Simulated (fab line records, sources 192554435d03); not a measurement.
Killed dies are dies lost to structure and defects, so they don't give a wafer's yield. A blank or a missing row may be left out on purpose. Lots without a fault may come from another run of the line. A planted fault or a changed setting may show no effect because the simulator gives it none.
fab line records | flow n5_finfet
record lots=12 wafers=35 last_day=17
route steps=1938 shown BEOL_M8@1352 PASSIVATION@1936
lots that met no fault: from a run of the same line without faults
start_h: hours from the record's first day to the start of the lot's first wafer shown | wait_h: hours since the lot's step before | " the same as in the row above | L1.1+2: a row that stands for several wafers | - no value, or no start given | * or withheld: withheld | < > ~ a bound
route shown NAME@n: a module of which the file shows steps, and the number in the route of the first | usual: mean/standard deviation of fault-free wafers | same: alike in all rows | chamber/n: place in a boat | sites: the reading at each site | _std_site: their standard deviation | _edge_site: outer sites' mean less inner sites' | radius_mm: how far each site lies from the wafer's centre | mask NAME#n: copy n | behind: the tool/chamber that last shaped the wafer | hold: why the lot was held/for how many hours/how that ended | device: the transistor (n, p or np) that didn't switch | end of line: the same wafers' tests at the end of the route | a step without rows: its recipe alone | killed: dies lost to structure and defects at the first sort, not the wafer's yield | map: a wafer's dies, x killed, . not, _ none there
set.NAME: the setting as run; set.NAME@STEP: as run at that earlier step | model.NAME: the simulator's own value behind a step, which no gauge read
steps of the route over a sample of lots; a table a step, a row a wafer
services: from which hour (start_h, from the record's first day; less than 0 if before it) a tool's chamber was out of use, for how many hours, and why
## steps
# step N5_BEOL_M8_STRIP_67
# recipe chemistry=CF4 resist=SiARC power_w=300 bias_power_w=75 pressure_mtorr=50 cf4_flow_sccm=150 rf_frequency_hz=6e+07
# usual drypump_motor_current_A=5.6/0.4 oes_product_au=0.80/0.08 rf_vpp_V=270.7/1.4 showerhead_plenum_p_Torr=1.77/0.037 throttle_valve_pct=13.49/0.26
# columns lot.wafer tool chamber start_h wait_h drypump_motor_current_A oes_product_au rf_hours_counter_h rf_vpp_V showerhead_plenum_p_Torr throttle_valve_pct
L136.1 rie_diel-04 1 212.72 0.0 5.4 0.87 39 271.3 1.75 13.43
L136.4 " 2 " " 5.5 0.80 70 269.8 1.74 13.30
L136.6 " 2 " " 5.5 0.80 - 271.4 1.74 13.27
L135.2 rie_diel-04 1 231.16 0.0 5.4 0.86 47 270.3 1.75 13.46
L135.5 " 2 " " 5.5 0.80 - 268.6 1.74 13.29
L135.6 " 0 " " 6.1 0.70 - 269.2 1.76 13.82
L142.1 rie_diel-03 0 248.90 0.0 6.4 0.70 211 271.9 1.79 13.88
L142.4 " 2 " " 5.6 0.86 - 272.8 1.82 13.10
L142.5 " 0 " " 6.4 0.71 - 271.2 1.78 13.88
L141.1 rie_diel-04 3 256.51 0.0 4.9 0.75 182 269.9 1.71 13.67
L141.4 " 3 " " 4.9 0.76 - 268.7 1.71 13.66
L141.5 " 2 " " 5.4 0.78 - 269.6 1.74 13.33
L143.1 rie_diel-01 2 256.69 0.0 5.9 0.88 34 270.1 1.76 13.31
L143.4 " 3 " " 5.3 0.69 211 271.2 1.84 13.67
L143.5 " 1 " " 5.8 0.82 - 272.5 1.81 13.12
L145.3 rie_diel-04 2 281.08 0.0 5.5 0.78 100 271.0 1.74 13.34
L145.4 " 1 " " 5.4 0.83 - 270.5 1.74 13.49
L145.5 " 3 " " 5.0 0.75 - 269.3 1.71 13.69
L146.3 rie_diel-03 3 291.75 0.0 5.4 0.94 12 270.6 1.75 13.50
L146.4 " 1 " " 5.1 0.85 50 273.7 1.80 13.33
L146.6 " 2 " " 5.6 0.85 - 271.9 1.81 13.15
L147.1 rie_diel-03 1 292.01 0.0 5.1 0.83 51 271.9 1.80 13.34
L147.4 " 2 " " 5.6 0.84 69 270.9 1.81 13.15
L147.6 " 3 " " 5.4 0.92 - 269.9 1.75 13.51
L149.4 rie_diel-04 2 297.78 0.0 5.4 0.77 106 269.0 1.73 13.37
L149.6 " 0 " " 6.1 0.97 - 270.1 1.76 13.28
L151.1 rie_diel-04 3 302.56 0.0 4.9 0.74 201 266.6 1.70 13.72
L151.3 " 2 " " 5.5 0.76 108 270.3 1.73 13.38
L151.6 " 1 " " 5.4 0.83 - 271.6 1.74 13.52
L155.1 rie_diel-03 3 328.03 0.0 5.4 0.91 25 270.0 1.74 13.54
L155.3 " 2 " " 5.6 0.83 83 271.0 1.81 13.19
L155.6 " 3 " " 5.4 0.91 - 271.1 1.74 13.55
L157.1 rie_diel-03 3 347.11 0.0 5.4 0.89 30 270.6 1.74 13.57
L157.2 " 1 " " 5.1 0.81 71 272.7 1.79 13.39
L157.3 " 0 " " 6.3 0.69 246 270.0 1.78 13.96
# step N5_BEOL_M8_CD_MEAS_28
# recipe target_cd_nm=40 landing_energy_ev=500 detector=se_inlens
# usual cd_nm=40.08/0.23
# columns lot.wafer tool chamber start_h wait_h cd_nm
L136.1 cd_sem-03 0 214.01 - 40.14
L136.4 " 0 " " 39.84
L136.6 " 0 " " 39.78
L135.2 cd_sem-02 0 232.84 - 40.09
L135.5 " 0 " " 40.23
L135.6 " 0 " " 40.27
L142.1 cd_sem-03 0 249.98 - 39.66
L142.4 " 0 " " 39.95
L142.5 " 0 " " 40.12
L141.1 cd_sem-03 0 257.63 - 40.05
L141.4 " 0 " " 40.16
L141.5 " 0 " " 40.13
L143.1 cd_sem-01 0 257.80 - 40.16
L143.4 " 0 " " 40.11
L143.5 " 0 " " 40.07
L145.3 cd_sem-03 0 285.06 - 40.04
L145.4 " 0 " " 40.14
L145.5 " 0 " " 41.00
L146.3 cd_sem-01 0 292.63 - 39.51
L146.4 " 0 " " 40.12
L146.6 " 0 " " 39.73
L147.1 cd_sem-02 0 292.79 - 40.08
L147.4 " 0 " " 40.25
L147.6 " 0 " " 39.90
L149.4 cd_sem-01 0 298.65 - 39.74
L149.6 " 0 " " 39.80
L151.1 cd_sem-03 0 303.17 - 40.36
L151.3 " 0 " " 39.95
L151.6 " 0 " " 40.08
L155.1 cd_sem-03 0 328.57 - 39.63
L155.3 " 0 " " 40.09
L155.6 " 0 " " 39.82
L157.1 cd_sem-02 0 347.86 - 40.23
L157.2 " 0 " " 40.15
L157.3 " 0 " " 40.15
# step N5_BEOL_M8_OVL_MEAS_29
# recipe points_per_wafer=522
# usual V7_OVL=-0.1/0.74
# columns lot.wafer tool chamber start_h wait_h V7_OVL[nm]
L136.1 overlay-02 0 214.04 0.0 -0.1
L136.4 " 0 " " 0.0
L136.6 " 0 " " -0.3
L135.2 overlay-02 0 232.88 0.0 -0.1
L135.5 " 0 " " 0.3
L135.6 " 0 " " -0.9
L142.1 overlay-02 0 250.02 0.0 0.3
L142.4 " 0 " " 0.7
L142.5 " 0 " " -0.7
L141.1 overlay-02 0 257.66 0.0 -0.6
L141.4 " 0 " " -0.7
L141.5 " 0 " " -0.7
L143.1 overlay-02 0 257.83 0.0 -0.9
L143.4 " 0 " " -1.9
L143.5 " 0 " " -0.2
L145.3 overlay-02 0 285.10 0.0 0.5
L145.4 " 0 " " -1.6
L145.5 " 0 " " 0.3
L146.3 overlay-01 0 292.67 0.0 0.4
L146.4 " 0 " " 0.9
L146.6 " 0 " " -0.8
L147.1 overlay-02 0 292.83 0.0 -0.2
L147.4 " 0 " " 1.2
L147.6 " 0 " " 0.5
L149.4 overlay-01 0 298.70 0.0 1.1
L149.6 " 0 " " 0.9
L151.1 overlay-01 0 303.20 0.0 0.3
L151.3 " 0 " " 0.7
L151.6 " 0 " " -0.4
L155.1 overlay-01 0 328.61 0.0 0.6
L155.3 " 0 " " -0.5
L155.6 " 0 " " 0.4
L157.1 overlay-01 0 347.89 0.0 -0.9
L157.2 " 0 " " -0.4
L157.3 " 0 " " -1.3
# step N5_BEOL_M8_VIA_ETCH_34
# recipe chemistry=C4F6/O2 target=SiCOH_lowk target_depth_a=1255 mask_material=SOC taper_deg=4 time_s=50.5 ion_energy_ev=250 pressure_mtorr=30 source_w=345 bias_w=185 Ar_flow_sccm=300 C4F6_flow_sccm=10 O2_flow_sccm=10
# usual bias_w=185.0/0.53 drypump_motor_current_A=5.6/0.39 oes_product_au=0.80/0.093 rf_fwd_power_W=341.7/1.4 rf_vpp_V=654/15 showerhead_plenum_p_Torr=2.83/0.076 throttle_valve_pct=20.80/0.26
# columns lot.wafer tool chamber start_h wait_h bias_w drypump_motor_current_A oes_product_au rf_fwd_power_W rf_hours_counter_h rf_vpp_V showerhead_plenum_p_Torr throttle_valve_pct
L136.1 rie_diel-03 3 214.32 0.0 185.7 5.4 0.67 342.5 244 655 2.78 21.21
L136.4 " 2 " " 185.1 5.6 0.90 338.3 42 677 2.87 20.26
L136.6 " 0 " " 185.8 6.4 0.72 343.7 - 645 2.83 21.10
L135.2 rie_diel-03 1 233.15 0.0 184.5 5.1 0.87 341.4 29 627 2.90 20.79
L135.5 " 0 " " 185.3 6.4 0.70 340.9 - 642 2.83 21.11
L135.6 " 3 " " 184.4 5.4 0.68 344.6 - 656 2.78 21.21
L142.1 rie_diel-01 2 250.29 0.0 184.8 5.9 0.89 341.2 32 647 2.82 20.83
L142.4 " 1 " " 185.3 5.7 0.82 343.6 84 648 2.90 20.52
L142.5 " 2 " " 184.6 5.9 0.88 343.3 - 648 2.82 20.86
L141.1 rie_diel-01 2 258.21 0.0 205.1 5.9 0.90 343.1 35 705 2.82 20.83
L141.4 " 1 " " 205.5 5.7 0.82 342.1 87 707 2.90 20.53
L141.5 " 2 " " 205.3 5.9 0.90 341.4 - 705 2.82 20.84
L143.1 rie_diel-01 1 258.61 0.0 206.1 5.8 0.83 342.1 87 706 2.89 20.54
L143.4 " 3 " " 205.7 5.3 0.70 341.9 212 716 2.95 21.05
L143.5 " 0 " " 205.8 5.7 0.73 340.4 - 729 2.68 20.83
L145.3 rie_diel-03 1 285.36 0.0 184.4 5.1 0.83 343.3 48 627 2.89 20.84
L145.4 " 0 " " 185.0 6.4 0.69 341.9 225 642 2.82 21.11
L145.5 " 1 " " 185.0 5.1 0.83 342.9 - 626 2.89 20.83
L146.3 rie_diel-03 0 293.55 0.0 185.0 6.4 0.68 341.8 228 642 2.82 21.15
L146.4 " 3 " " 184.3 5.4 0.94 342.4 13 656 2.77 20.86
L146.6 " 3 " " 184.5 5.4 0.95 340.6 - 654 2.77 20.86
L147.1 rie_diel-04 3 293.63 0.0 184.1 4.9 0.73 343.6 198 646 2.72 20.99
L147.4 " 1 " " 185.0 5.4 0.82 343.4 75 664 2.74 20.74
L147.6 " 0 " " 185.5 6.0 0.97 342.8 - 669 2.77 20.58
L149.4 rie_diel-03 0 298.95 0.0 185.1 6.4 0.68 342.3 231 642 2.82 21.14
L149.6 " 0 " " 184.0 6.4 0.69 341.6 - 641 2.82 21.15
L151.1 rie_diel-04 0 303.47 0.0 185.6 6.1 0.97 342.6 8 666 2.77 20.59
L151.3 " 1 " " 185.7 5.4 0.82 342.3 79 663 2.74 20.74
L151.6 " 2 " " 184.5 5.5 0.77 341.2 - 665 2.74 20.58
L155.1 rie_diel-04 3 328.88 0.0 185.0 4.9 0.71 342.7 209 645 2.71 21.00
L155.3 " 1 " " 185.7 5.4 0.81 343.5 87 664 2.74 20.76
L155.6 " 2 " " 184.5 5.5 0.76 342.0 - 665 2.74 20.59
L157.1 rie_diel-03 2 348.48 0.0 183.8 5.6 0.82 339.7 89 675 2.85 20.32
L157.2 " 0 " " 184.9 6.4 0.68 341.3 247 642 2.81 21.16
L157.3 " 3 " " 185.3 5.4 0.90 341.1 31 653 2.76 20.86
# step N5_PASSIVATION_PROBE_49
# usual defect_limited_yield=91.1/1.4 killed_at_M0_to_M3=36/9.9 killed_at_M4_up=13/5.8 killed_at_contacts=14/5.9 killed_at_front_end=39/11 killed_at_other=3.4/2.9 killed_dies=105/17 killed_open=70/13 killed_short=34/7.3 sort_bin_4_leakage=0.00/0.0072 sort_bin_5_function=5.3/1 sort_bin_6_memory=3.3/0.62 sort_n_pass=1075/17 sort_yield_pct=91.1/1.4
# same gross_dies=1180 killed_at_back_side=0 sort_bin_8_speed[%]=0
# columns lot.wafer tool chamber start_h wait_h defect_limited_yield[%] killed_at_M0_to_M3 killed_at_M4_up killed_at_contacts killed_at_front_end killed_at_other killed_dies killed_open killed_short sort_bin_4_leakage[%] sort_bin_5_function[%] sort_bin_6_memory[%] sort_n_pass sort_yield_pct[%]
L136.1 prober-01 - 292.63 0.0 90.4 36 12 16 44 5 113 75 36 0 5.9 3.1 1067 90.4
L136.4 prober-01 - 292.78 0.2 92.4 35 17 10 23 5 90 57 33 0 4.3 3.3 1090 92.4
L136.6 prober-01 - 292.88 0.3 90.3 39 9 16 45 6 115 77 37 0 6.2 3.0 1065 90.3
L143.1 prober-01 - 323.79 0.0 91.8 44 9 9 28 7 97 59 37 0 5.5 2.6 1083 91.8
L143.4 prober-01 - 323.94 0.2 91.2 41 13 6 43 1 104 78 25 0 5.1 3.6 1076 91.2
L143.5 prober-01 - 323.99 0.2 94.4 32 4 1 24 5 66 48 18 0 3.4 1.9 1114 94.4
# killed by level:class
L136.1 BEOL_M3:geometric_particle:open=13 FIN_SAQP:geometric_particle:short=12 MOL_CONTACT_COAG:geometric_particle:open=12 FIN_SAQP:geometric_particle:open=10 STI_FIN_REVEAL:geometric_particle:open=6 BEOL_M1:geometric_particle:open=6 MOL_CONTACT_COAG:geometric_particle:short=4 BEOL_M2:geometric_particle:open=4
L136.4 MOL_CONTACT_COAG:geometric_particle:open=9 FIN_SAQP:geometric_particle:short=7 BEOL_M0:geometric_particle:open=7 BEOL_M2:geometric_particle:open=7 GATE_CUT:geometric_particle:short=5 BEOL_M1:geometric_particle:short=5 BEOL_M1:geometric_particle:open=5 FIN_SAQP:geometric_particle:open=4
L136.6 MOL_CONTACT_COAG:geometric_particle:open=11 BEOL_M0_SAQP:geometric_particle:open=11 STI_FIN_REVEAL:geometric_particle:open=10 BEOL_M0_SAQP:geometric_particle:short=8 FIN_SAQP:geometric_particle:open=7 BEOL_M3:geometric_particle:open=7 BEOL_M1:geometric_particle:short=6 DUMMY_GATE:geometric_particle:open=5
L143.1 BEOL_M0_SAQP:geometric_particle:open=8 BEOL_M0_SAQP:geometric_particle:short=7 BEOL_M1:geometric_particle:open=6 MOL_CONTACT_COAG:geometric_particle:open=6 BEOL_M0:geometric_particle:open=6 BEOL_M2:geometric_particle:open=6 BEOL_M3:geometric_particle:open=5 STARTING-WAFER:geometric_particle:short=5
L143.4 BEOL_M0_SAQP:geometric_particle:open=11 DUMMY_GATE:geometric_particle:open=8 BEOL_M2:geometric_particle:open=7 STI_FIN_REVEAL:geometric_particle:open=6 MOL_CONTACT_COAG:geometric_particle:open=6 BEOL_M0_SAQP:geometric_particle:short=6 FIN_SAQP:geometric_particle:short=5 GATE_CUT:geometric_particle:open=5
L143.5 BEOL_M2:geometric_particle:open=18 FIN_SAQP:geometric_particle:short=4 FIN_SAQP:geometric_particle:open=4 STI_FIN_REVEAL:geometric_particle:open=4 BEOL_M1:geometric_particle:open=4 ILD0:geometric_particle:open=3 ILD0:geometric_particle:short=3 GATE_CUT:geometric_particle:open=2
## services
# columns tool chamber start_h hours kind
rie_diel-01 1 202.82 3.8 repair
rie_diel-04 3 218.89 32.8 repair
rie_diel-03 3 234.65 - clean
rie_diel-03 3 234.65 - consumable_replace:focus_ring
rie_diel-03 3 234.65 20.9 scheduled_down
rie_diel-03 3 234.65 20.9 vent_cycle
rie_diel-01 - 236.60 0.2 repair
rie_diel-04 0 251.90 - clean
rie_diel-04 0 251.90 - consumable_replace:focus_ring
rie_diel-04 0 251.90 31.1 scheduled_down
rie_diel-04 0 251.90 31.1 vent_cycle
rie_diel-01 0 293.81 - clean
rie_diel-01 0 293.81 - consumable_replace:focus_ring
rie_diel-01 0 293.81 - consumable_replace:showerhead
rie_diel-01 0 293.81 15.5 scheduled_down
rie_diel-01 0 293.81 15.5 vent_cycle
## key
first_sign step=N5_BEOL_M8_VIA_ETCH_34 reading=bias_w direction=up sigmas=39 usual=* struck=*
effect step=N5_BEOL_M8_VIA_ETCH_34 reading=rf_vpp_V direction=up sigmas=3.8 usual=654 struck=711
met_at N5_BEOL_M8_VIA_ETCH_34
struck_lots L141,L143
rows_end L141.1,L141.4,L141.5
not_acting_at N5_BEOL_M8_STRIP_67,N5_BEOL_M8_CD_MEAS_28,N5_BEOL_M8_OVL_MEAS_29
onset_between 250.29 258.21
earlier_fault kind=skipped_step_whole tool=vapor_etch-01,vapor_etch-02 chamber=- onset_h=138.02 steps=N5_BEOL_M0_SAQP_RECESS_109 scope=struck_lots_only
fault kind=process_parameter_drift tool=rie_diel-01 chamber=- onset_h=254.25 steps=N5_BEOL_M8_VIA_ETCH_34 channel=bias_w offset=* shape=step acts_in=* stated=*
# rows_end: these wafers met a further fault down the route, and their rows from its step on are left out
